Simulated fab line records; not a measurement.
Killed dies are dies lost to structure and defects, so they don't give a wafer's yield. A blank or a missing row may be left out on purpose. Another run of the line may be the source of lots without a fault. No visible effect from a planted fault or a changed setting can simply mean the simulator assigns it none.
Matching of chambers	flow nand harc	rie diel-11 running NHARC_P_GATE_DESCUM_93: 4 sister chambers
The step chemistry O2, time 3 s. 14 wafers are shown with their chamber, then 7 later ones without.

== WAFERS PAIRED WITH THEIR CHAMBERS ==
wafer	chamber	showerhead plenum p Torr (Torr)	rf vpp V (V)	oes product au (a.u.)
L152.1	2	2.01	59.5	1.000
L152.4	1	2.00	58.5	0.998
L152.6	2	2.01	58.0	1.004
L156.3	0	1.81	57.0	1.017
L156.4	2	2.00	57.5	1.001
L156.5	0	1.81	56.6	1.013
L158.1	3	2.05	58.5	1.005
L158.4	1	2.00	58.2	1.001
L158.5	3	2.05	58.5	1.000
L159.1	2	2.00	57.2	0.995
L159.5	3	2.05	59.3	0.985
L159.6	0	1.81	56.9	1.016
L172.3	3	2.05	58.9	1.008
L172.4	0	1.81	56.8	1.009

SIGNATURES (means of the wafers above)
reading	chamber 0	chamber 1	chamber 2	chamber 3	scatter within a chamber
showerhead plenum p Torr	1.8100	2.0000	2.0050	2.0500	0.00316
rf vpp V	56.825	58.350	58.050	58.800	0.608
oes product au	1.01375	0.99950	1.00000	0.99950	0.00631
Rule: a wafer lies at a distance from a chamber equal to the root of the sum of squares, over the readings, of (its reading less the chamber's mean, divided by the reading's scatter). The wafer belongs to the nearest chamber; if the next one is less than 2 further off, it can't be placed. The scatter is the square root of a quotient: the sum, over the shown wafers, of each reading's squared deviation from its chamber's mean, divided by wafers minus chambers.

== WAFERS WITH NO CHAMBER GIVEN ==
wafer	showerhead plenum p Torr (Torr)	rf vpp V (V)	oes product au (a.u.)
L172.6	1.81	57.2	1.014
L173.3	1.81	56.1	1.010
L173.4	2.05	57.1	1.011
L173.5	1.81	55.4	1.006
L174.3	1.81	57.8	1.006
L174.5	2.00	58.1	0.996
L174.6	1.81	57.8	0.991

== EACH ONE'S CHAMBER ==
wafer	from the rows above	in truth
L172.6	0	0
L173.3	0	0
L173.4	3	3
L173.5	0	0
L174.3	0	0
L174.5	can't be placed: 1 or 2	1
L174.6	0	0
6 of 7 placed correctly. Cannot be placed on the basis of these rows: 1; the candidates contain the true chamber in 1. Number placed wrongly: 0.
